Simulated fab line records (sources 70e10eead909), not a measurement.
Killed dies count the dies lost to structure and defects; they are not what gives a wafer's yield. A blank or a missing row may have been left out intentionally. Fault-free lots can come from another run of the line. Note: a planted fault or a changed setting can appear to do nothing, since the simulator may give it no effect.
Matching of chambers ; flow nand_harc ; ald_hk-03 running NHARC_A_CHANNEL_FILL_D1_ALD_25: 4 sister chambers
The step deposits SiOx, target thk 60 nm, pulse time 10 s, ald cycles 600. 8 wafers are shown with their chamber, then 7 later ones without.

== EACH WAFER AND ITS CHAMBER ==
wafer;chamber;heater_power_w (W);precursor_pulse_height_rel
L449.2;3;446;1.038
L451.3;0;492;0.991
L451.4;3;447;1.004
L456.1;0;474;1.030
L456.2;1;604;0.969
L456.5;2;501;1.007
L457.2;1;611;1.001
L457.4;2;494;1.025

== WAFERS MISSING THEIR CHAMBER ==
wafer;heater_power_w (W);precursor_pulse_height_rel
L457.5;630;1.004
L458.3;490;1.011
L458.4;611;0.997
L458.1;454;1.038
L460.4;497;0.993
L460.1;625;0.983
L460.2;499;0.996

== CHAMBER TAKEN BY EACH ==
wafer;from the rows above;in truth
L457.5;1;1
L458.3;can't be placed: 0 or 2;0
L458.4;1;1
L458.1;3;3
L460.4;can't be placed: 2 or 0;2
L460.1;1;1
L460.2;can't be placed: 2 or 0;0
Placed correctly: 4 of 7. Can't be placed from these rows: 3 (the true chamber is among the candidates in 3). Wrongly placed: 0.
How it was worked out, from the rows above alone: a wafer's distance from a chamber is the root of the sum, over the readings, of the square of ((its reading less the chamber's mean) divided by the reading's scatter). The wafer belongs to the nearest chamber; if the next one is less than 2 further off, it can't be placed. Each chamber's mean is taken over the wafers shown for it. The scatter: take each reading less its chamber's mean, square it, sum over the shown wafers, divide by the number of wafers less the number of chambers, and take the root.
